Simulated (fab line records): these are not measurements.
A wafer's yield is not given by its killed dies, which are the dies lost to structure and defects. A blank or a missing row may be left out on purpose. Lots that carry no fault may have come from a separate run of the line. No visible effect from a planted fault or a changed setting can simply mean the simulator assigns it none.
fab line records -- flow n5_finfet -- part 2 of 2: steps 26 to 35 of 35
record: lots: 5, wafers: 15, last_day: 16
route steps=1938 shown BEOL_M8@1382 BEOL_M9@1401
lots that met no fault: taken from a fault-free run of the same line
start_h: the number of hours between the record's first day and the start of the first shown wafer of the lot -- wait_h: hours elapsed since this lot's preceding step -- " same as the row above -- L1.1+2: a single row standing in for several wafers -- - value missing, or start not given -- * or withheld: withheld -- < > ~ a bound
route shown NAME@n: names a module that has steps shown in the file, with the first one's number in the route -- usual: average and standard deviation across the fault-free wafers -- same: alike in all rows -- chamber/n: place in a boat -- sites: the reading at each site -- _std_site: how widely they spread, as a standard deviation -- _edge_site: mean of outer sites minus mean of inner sites -- radius_mm: how far each site lies from the wafer's centre -- mask NAME#n: copy n -- behind: the tool/chamber that last shaped the wafer -- hold: why the lot was held/for how many hours/how that ended -- device: whichever transistor did not switch (one of n, p or np) -- end of line: the tests these same wafers got at the end of their route -- a step without rows: its recipe alone -- killed: not the wafer's yield, but the dies lost to structure and defects at the first sort -- map: the dies of a wafer, with x for killed, . for not killed, _ for no die there
set.NAME: the setting as run; set.NAME@STEP: as run at that earlier step -- model.NAME: the simulator's own value behind a step, which no gauge read
lots seen at some steps along the route; tables by step, rows by wafer
services: from which hour (start_h, from the record's first day; less than 0 if before it) a tool's chamber was out of use, for how many hours, and why
== steps ==
step: N5_BEOL_M9_COAT_60
recipe: resist: SiARC, temp_c: 220, time_s: 60, spin_rpm: 1500, resist_thk_nm: 30
usual: resist_line_temp_C: 22.99/0.11
lot.wafer,tool,chamber,start_h,wait_h,resist_line_temp_C
L074.1,litho_track-03,0,-,-,22.87
L074.3,litho_track-03,0,-,-,22.84
L074.5,litho_track-03,0,-,-,22.94
L075.2,litho_track-03,0,-,-,22.97
L075.3,litho_track-03,0,-,-,23.02
L075.5,litho_track-03,0,-,-,22.85
L078.2,litho_track-05,0,-,-,23.00
L078.5,litho_track-05,0,-,-,22.86
L078.6,litho_track-05,0,-,-,22.98
L082.1,litho_track-05,0,-,-,23.07
L082.2,litho_track-05,0,-,-,23.15
L082.3,litho_track-05,0,-,-,22.92
L090.2,litho_track-02,0,-,-,22.93
L090.4,litho_track-02,0,-,-,22.91
L090.6,litho_track-02,0,-,-,22.85
step: N5_BEOL_M9_COAT_05
recipe: resist: CAR-ArF, spin_rpm: 1500, resist_thk_nm: 90
usual: resist_line_temp_C: 22.99/0.094
lot.wafer,tool,chamber,start_h,wait_h,resist_line_temp_C
L074.1,litho_track-03,0,-,-,23.11
L074.3,litho_track-03,0,-,-,23.05
L074.5,litho_track-03,0,-,-,23.08
L075.2,litho_track-03,0,-,-,22.92
L075.3,litho_track-03,0,-,-,22.91
L075.5,litho_track-03,0,-,-,22.85
L078.2,litho_track-05,0,-,-,23.04
L078.5,litho_track-05,0,-,-,23.14
L078.6,litho_track-05,0,-,-,22.99
L082.1,litho_track-05,0,-,-,22.77
L082.2,litho_track-05,0,-,-,23.09
L082.3,litho_track-05,0,-,-,23.08
L090.2,litho_track-02,0,-,-,23.16
L090.4,litho_track-02,0,-,-,23.08
L090.6,litho_track-02,0,-,-,23.09
step: N5_BEOL_M9_EBR_07
recipe: solvent: PGMEA, ebr_width_mm: 1.5
usual: resist_line_temp_C: 22.98/0.11
lot.wafer,tool,chamber,start_h,wait_h,resist_line_temp_C
L074.1,litho_track-03,0,-,-,23.00
L074.3,litho_track-03,0,-,-,22.89
L074.5,litho_track-03,0,-,-,22.91
L075.2,litho_track-03,0,-,-,23.09
L075.3,litho_track-03,0,-,-,22.94
L075.5,litho_track-03,0,-,-,22.92
L078.2,litho_track-05,0,-,-,22.89
L078.5,litho_track-05,0,-,-,22.99
L078.6,litho_track-05,0,-,-,22.76
L082.1,litho_track-05,0,-,-,23.01
L082.2,litho_track-05,0,-,-,23.06
L082.3,litho_track-05,0,-,-,22.99
L090.2,litho_track-02,0,-,-,22.95
L090.4,litho_track-02,0,-,-,23.02
L090.6,litho_track-02,0,-,-,22.94
step: N5_BEOL_M9_SOFTBAKE_06
recipe: temp_c: 110, time_s: 60, resist: CAR-ArF
usual: resist_line_temp_C: 23.02/0.11
lot.wafer,tool,chamber,start_h,wait_h,resist_line_temp_C
L074.1,litho_track-03,0,-,-,22.83
L074.3,litho_track-03,0,-,-,22.90
L074.5,litho_track-03,0,-,-,23.06
L075.2,litho_track-03,0,-,-,22.99
L075.3,litho_track-03,0,-,-,23.03
L075.5,litho_track-03,0,-,-,22.98
L078.2,litho_track-05,0,-,-,23.04
L078.5,litho_track-05,0,-,-,22.97
L078.6,litho_track-05,0,-,-,22.97
L082.1,litho_track-05,0,-,-,23.02
L082.2,litho_track-05,0,-,-,23.07
L082.3,litho_track-05,0,-,-,22.98
L090.2,litho_track-02,0,-,-,22.93
L090.4,litho_track-02,0,-,-,22.95
L090.6,litho_track-02,0,-,-,22.93
step: N5_BEOL_M9_EXPOSE_08
recipe: mask_id: M9, na: 1.35, source_shape: dipole, sigma_inner: 0.411, sigma_outer: 0.611, polarization: te, dose_mj: 53.75
usual: reticle_temp_C: 23.03/0.096
lot.wafer,tool,chamber,start_h,wait_h,mask,reticle_temp_C
L074.1,arfi_scanner-03,0,199.15,-,M9#0,22.94
L074.3,arfi_scanner-03,0,199.15,-,M9#0,22.88
L074.5,arfi_scanner-03,0,199.15,-,M9#0,23.03
L075.2,arfi_scanner-01,0,228.72,-,M9#0,23.06
L075.3,arfi_scanner-01,0,228.72,-,M9#0,23.01
L075.5,arfi_scanner-01,0,228.72,-,M9#0,22.87
L078.2,arfi_scanner-01,0,244.74,-,M9#0,23.12
L078.5,arfi_scanner-01,0,244.74,-,M9#0,23.10
L078.6,arfi_scanner-01,0,244.74,-,M9#0,23.00
L082.1,arfi_scanner-02,0,264.32,-,M9#0,23.00
L082.2,arfi_scanner-02,0,264.32,-,M9#0,23.06
L082.3,arfi_scanner-02,0,264.32,-,M9#0,23.09
L090.2,arfi_scanner-03,0,319.29,-,M9#0,23.08
L090.4,arfi_scanner-03,0,319.29,-,M9#0,22.99
L090.6,arfi_scanner-03,0,319.29,-,M9#0,22.95
step: N5_BEOL_M9_PEB_09
recipe: peb_temp_c: withheld, peb_time_s: 60, resist: CAR-ArF
usual: resist_line_temp_C: 22.97/0.11
lot.wafer,tool,chamber,start_h,wait_h,resist_line_temp_C
L074.1,litho_track-03,0,199.21,0.1,23.04
L074.3,litho_track-03,0,199.21,0.1,23.09
L074.5,litho_track-03,0,199.21,0.1,23.14
L075.2,litho_track-02,0,228.77,0.0,23.01
L075.3,litho_track-02,0,228.77,0.0,22.90
L075.5,litho_track-02,0,228.77,0.0,22.88
L078.2,litho_track-05,0,244.79,0.0,22.97
L078.5,litho_track-05,0,244.79,0.0,23.07
L078.6,litho_track-05,0,244.79,0.0,23.02
L082.1,litho_track-02,0,264.38,0.1,22.99
L082.2,litho_track-02,0,264.38,0.1,22.98
L082.3,litho_track-02,0,264.38,0.1,22.97
L090.2,litho_track-03,0,319.34,0.0,22.96
L090.4,litho_track-03,0,319.34,0.0,23.25
L090.6,litho_track-03,0,319.34,0.0,22.96
step: N5_BEOL_M9_DEVELOP_10
recipe: develop_time_s: 30, developer: TMAH, resist: CAR-ArF, rinse_liquid: diw, dry: air_spin, dev_temp_c: 23
usual: resist_line_temp_C: 23.01/0.11
lot.wafer,tool,chamber,start_h,wait_h,resist_line_temp_C
L074.1,litho_track-03,0,-,-,23.01
L074.3,litho_track-03,0,-,-,22.90
L074.5,litho_track-03,0,-,-,23.03
L075.2,litho_track-02,0,-,-,22.96
L075.3,litho_track-02,0,-,-,23.06
L075.5,litho_track-02,0,-,-,22.95
L078.2,litho_track-05,0,-,-,22.95
L078.5,litho_track-05,0,-,-,22.95
L078.6,litho_track-05,0,-,-,23.00
L082.1,litho_track-02,0,-,-,22.97
L082.2,litho_track-02,0,-,-,22.94
L082.3,litho_track-02,0,-,-,22.89
L090.2,litho_track-03,0,-,-,23.07
L090.4,litho_track-03,0,-,-,23.13
L090.6,litho_track-03,0,-,-,23.04
step: N5_BEOL_M9_CD_MEAS_11
recipe: target_cd_nm: 64.1, landing_energy_ev: 500, detector: se_inlens, polarity: opening
usual: cd_nm: 64.4/0.54
lot.wafer,tool,chamber,start_h,wait_h,cd_nm
L074.1,cd_sem-01,0,199.27,-,64.4
L074.3,cd_sem-01,0,199.27,-,63.5
L074.5,cd_sem-01,0,199.27,-,64.4
L075.2,cd_sem-03,0,228.84,-,65.9
L075.3,cd_sem-03,0,228.84,-,65.6
L075.5,cd_sem-03,0,228.84,-,64.8
L078.2,cd_sem-01,0,244.86,-,63.5
L078.5,cd_sem-01,0,244.86,-,63.3
L078.6,cd_sem-01,0,244.86,-,63.7
L082.1,cd_sem-03,0,264.45,-,64.9
L082.2,cd_sem-03,0,264.45,-,64.4
L082.3,cd_sem-03,0,264.45,-,65.1
L090.2,cd_sem-02,0,319.41,-,64.0
L090.4,cd_sem-02,0,319.41,-,64.1
L090.6,cd_sem-02,0,319.41,-,64.4
step: N5_BEOL_M9_OVL_MEAS_12
recipe: points_per_wafer: 44
usual: M9_OVL: -0.3/0.78
same: points_per_wafer: 44
lot.wafer,tool,chamber,start_h,wait_h,M9_OVL[nm]
L074.1,overlay-02,0,199.31,0.0,-0.3
L074.3,overlay-02,0,199.31,0.0,-1.0
L074.5,overlay-02,0,199.31,0.0,-0.1
L075.2,overlay-02,0,228.87,0.0,-0.5
L075.3,overlay-02,0,228.87,0.0,-0.8
L075.5,overlay-02,0,228.87,0.0,-1.1
L078.2,overlay-01,0,244.90,0.0,0.2
L078.5,overlay-01,0,244.90,0.0,0.4
L078.6,overlay-01,0,244.90,0.0,1.1
L082.1,overlay-02,0,264.48,0.0,-1.4
L082.2,overlay-02,0,264.48,0.0,0.1
L082.3,overlay-02,0,264.48,0.0,0.2
L090.2,overlay-01,0,319.44,0.0,-0.8
L090.4,overlay-01,0,319.44,0.0,0.1
L090.6,overlay-01,0,319.44,0.0,-0.8
step: N5_BEOL_M9_INSPECT_13
recipe: mode: adi, inspect_instrument: brightfield
usual: raw_defect_count: 390/86
lot.wafer,tool,chamber,start_h,wait_h,raw_defect_count
L074.1,defect_inspect-02,-,199.34,0.0,464
L074.3,defect_inspect-02,-,199.34,0.0,698
L074.5,defect_inspect-02,-,199.34,0.0,335
L075.2,defect_inspect-01,-,228.89,0.0,412
L075.3,defect_inspect-01,-,228.89,0.0,312
L075.5,defect_inspect-01,-,228.89,0.0,322
L078.2,defect_inspect-02,-,244.92,0.0,298
L078.5,defect_inspect-02,-,244.92,0.0,385
L078.6,defect_inspect-02,-,244.92,0.0,275
L082.1,defect_inspect-01,-,264.50,0.0,449
L082.2,defect_inspect-01,-,264.50,0.0,445
L082.3,defect_inspect-01,-,264.50,0.0,403
L090.2,defect_inspect-02,-,319.46,0.0,296
L090.4,defect_inspect-02,-,319.46,0.0,247
L090.6,defect_inspect-02,-,319.46,0.0,390
== services ==
tool,chamber,start_h,hours,kind
arfi_scanner-03,-,175.71,1.0,pm
cvd_co-01,2,185.87,17.5,repair
pecvd-01,-,190.93,2.6,repair
arfi_scanner-03,-,193.83,0.8,pm
arfi_scanner-01,-,195.72,1.3,pm
arfi_scanner-01,-,197.82,3.1,pm
arfi_scanner-03,-,209.73,1.0,pm
arfi_scanner-03,-,210.73,1.3,pm
pecvd-02,2,212.62,8.6,repair
arfi_scanner-03,-,226.80,4.9,pm
wet_bench-02,-,232.73,0.5,repair
cmp-03,-,240.84,7.0,pm
arfi_scanner-03,-,249.26,2.4,repair
ald_metal-02,3,255.11,24.7,repair
arfi_scanner-01,-,263.16,3.9,pm
cvd_co-02,-,265.01,0.8,repair
arfi_scanner-01,-,268.44,1.3,repair
arfi_scanner-03,-,275.34,1.0,repair
cvd_co-01,0,277.40,5.5,repair
pecvd-02,0,279.07,4.1,repair
cmp-03,-,279.49,4.0,pm
pecvd-01,-,293.53,14.6,pm
arfi_scanner-01,-,295.12,0.2,repair
pvd_sputter-02,-,310.46,4.5,repair
